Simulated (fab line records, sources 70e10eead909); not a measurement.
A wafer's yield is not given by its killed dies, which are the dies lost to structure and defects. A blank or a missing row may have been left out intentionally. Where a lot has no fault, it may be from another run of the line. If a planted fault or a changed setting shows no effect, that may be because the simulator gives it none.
Which tool did it? -- flow nand harc -- 13 lots with 39 wafers sampled at 6 steps, on a route of 1159 steps

## WHAT EACH GAUGE READ, for each wafer
NHARC_P_START_INSPECT_01.
lot,measured,on,raw defect count
L129,day 1 12:02,defect inspect-01,3 2 3
L130,day 1 18:02,defect inspect-01,5 3 5
L131,day 2 00:02,defect inspect-02,5 3 3
L132,day 2 06:02,defect inspect-01,7 3 3
L133,day 2 12:02,defect inspect-01,5 1 5
L134,day 2 18:02,defect inspect-01,3 3 3
L137,day 3 12:02,defect inspect-01,0 2 3
L139,day 4 00:02,defect inspect-02,5 2 0
L142,day 4 18:02,defect inspect-01,4 1 3
L143,day 5 00:03,defect inspect-02,5 6 3
L146,day 5 18:02,defect inspect-01,5 0 3
L147,day 6 00:02,defect inspect-01,3 2 4
L152,day 7 06:02,defect inspect-02,1 4 3

NHARC_P_ZERO_WELL_CD_MEAS_11: target cd 500 nm.
lot,measured,on,cd nm (nm)
L129,day 1 13:14,cd sem-02,498.6 498.1 498.9
L130,day 1 19:37,cd sem-03,498.5 494.7 497.3
L131,day 2 01:23,cd sem-03,498.8 498.7 501.3
L132,day 2 07:07,cd sem-02,501.4 500.0 500.1
L133,day 2 13:15,cd sem-02,498.5 497.4 498.0
L134,day 2 19:14,cd sem-03,497.3 497.9 498.2
L137,day 3 13:16,cd sem-03,502.8 499.5 500.7
L139,day 4 01:15,cd sem-02,501.0 501.9 497.9
L142,day 4 19:16,cd sem-01,497.8 498.8 496.4
L143,day 5 01:15,cd sem-03,498.3 499.5 499.4
L146,day 5 19:19,cd sem-03,500.0 500.5 501.4
L147,day 6 01:14,cd sem-01,500.7 499.0 501.8
L152,day 7 07:07,cd sem-03,497.8 501.0 500.4

NHARC_P_ZERO_WELL_CD_MEAS_52: target cd 2000 nm.
lot,measured,on,cd nm (nm)
L129,day 1 17:47,cd sem-02,2000.2 2002.4 2001.3
L130,day 2 00:07,cd sem-02,1997.5 1999.5 2000.5
L131,day 2 06:19,cd sem-02,1999.6 1998.4 2000.6
L132,day 2 11:36,cd sem-03,1998.5 1999.4 1997.8
L133,day 2 17:45,cd sem-02,2000.1 1999.6 2001.2
L134,day 2 23:38,cd sem-03,2000.2 2001.5 2001.5
L137,day 3 17:54,cd sem-03,2000.8 2000.8 1998.4
L139,day 4 05:39,cd sem-02,1995.4 1999.0 1997.6
L142,day 4 23:47,cd sem-03,1998.7 1998.8 1997.9
L143,day 5 05:47,cd sem-02,- - -
L146,day 5 23:57,cd sem-03,2000.7 1999.2 2000.2
L147,day 6 05:39,cd sem-01,1998.6 2000.2 1999.9
L152,day 7 11:35,cd sem-03,2000.8 2002.0 2002.7

NHARC_END_SORT_01.
lot,measured,on,killed at array,killed at other,killed at periphery,killed dies,killed open,killed short
L143,day 22 19:23,prober-01,18 15 24,1 2 1,658 660 652,677 677 677,2 2 4,3 2 1

## WHAT TOOL EACH LOT RAN ON (gives the tool, then ch and the chambers of the sampled wafers, and finally the start)
lot,NHARC_P_ZERO_WELL_EXPOSE_49,NHARC_P_STI_ETCH_15
L129,"krf scanner-02 ch 0, day 1 17:37","rie si-01 ch 0,1,2, day 2 12:50"
L130,"krf scanner-04 ch 0, day 1 23:58","rie si-02 ch 0,1,3, day 2 20:47"
L131,"krf scanner-02 ch 0, day 2 06:10","rie si-01 ch 0,2, day 2 20:56"
L132,"krf scanner-02 ch 0, day 2 11:26","rie si-02 ch 2,3, day 3 06:29"
L133,"krf scanner-01 ch 0, day 2 17:35","rie si-02 ch 1,2,3, day 3 13:24"
L134,"krf scanner-01 ch 0, day 2 23:29","rie si-03 ch 0,2,3, day 3 19:03"
L137,"krf scanner-01 ch 0, day 3 17:44","rie si-03 ch 1,2, day 4 14:49"
L139,"krf scanner-04 ch 0, day 4 05:30","rie si-03 ch 0,1,3, day 5 00:34"
L142,"krf scanner-02 ch 0, day 4 23:38","rie si-02 ch 0,1,2, day 5 18:12"
L143,"krf scanner-04 ch 0, day 5 05:37",-
L146,"krf scanner-01 ch 0, day 5 23:48","rie si-01 ch 1,2,3, day 6 19:29"
L147,"krf scanner-01 ch 0, day 6 05:30","rie si-02 ch 0,3, day 7 03:37"
L152,"krf scanner-01 ch 0, day 7 11:25","rie si-03 ch 0,2,3, day 8 08:23"
- NHARC_P_ZERO_WELL_EXPOSE_49: exposes mask P HVPW, target cd 2000 nm.
- NHARC_P_STI_ETCH_15: etches the open film in HBr/Cl2, target depth 300 nm, time 100.1 s.

## WHAT THE TOOLS THEMSELVES READ (means of the sampled wafers that have a number; where no wafer has one, the mark that the record gives instead)
NHARC_P_STI_ETCH_15.
lot,tool,drypump motor current A (A),mfc cl2 sccm (sccm),oes product au (a.u.),throttle valve pct (%)
L129,rie si-01,5.9,50.05,0.998,26.408
L130,rie si-02,6.0,50.06,0.999,26.409
L131,rie si-01,5.7,49.96,0.996,26.406
L132,rie si-02,5.9,49.92,0.994,26.410
L133,rie si-02,6.1,49.98,1.001,26.403
L134,rie si-03,5.8,49.98,0.999,26.406
L137,rie si-03,5.3,50.06,0.997,26.403
L139,rie si-03,5.9,50.15,1.000,26.405
L142,rie si-02,6.1,50.00,1.013,26.411
L146,rie si-01,5.6,50.00,0.986,26.412
L147,rie si-02,5.8,49.84,0.997,26.408
L152,rie si-03,5.8,50.14,0.986,26.409

## THE ANSWER, worked out from the rows above alone
Rule: what is usual is taken from the lots themselves. The widest of any qualifying gaps counts: lots, ordered by their means at a reading, are off when they make up no more than a third of the lots, leave a main group of 4 or more, and stand apart from it by 3 or more times the standard deviation of that group's means. A main group is skipped when, at the precision printed for the reading in the tables above, its means are all equal. A lot without any number at a reading at which 4 lots or more have one is off too. Any other lot the step has rows for is counted as sound. First the gauges in route order, then the tools' own readings, where a lot's mean is used as printed above. At the first step where some lot is off, the reading lying furthest off is the one used; lots without a number count as furthest.
Off: L143, at NHARC_P_ZERO_WELL_CD_MEAS_52 (cd nm). Without a number there: L143. The main group: mean 1999.8 nm, standard deviation 1.2.
If a tool, at a process step before that reading, ran all the lots that are off and no sound lot after the first of them, it fits. Those tools and the gauges at NHARC_P_ZERO_WELL_CD_MEAS_52 are tried in the same way. Can't be told from this: 2 tools fit, krf scanner-04 at NHARC_P_ZERO_WELL_EXPOSE_49, cd sem-02 at NHARC_P_ZERO_WELL_CD_MEAS_52.

## WHAT THE SIMULATOR PUT IN
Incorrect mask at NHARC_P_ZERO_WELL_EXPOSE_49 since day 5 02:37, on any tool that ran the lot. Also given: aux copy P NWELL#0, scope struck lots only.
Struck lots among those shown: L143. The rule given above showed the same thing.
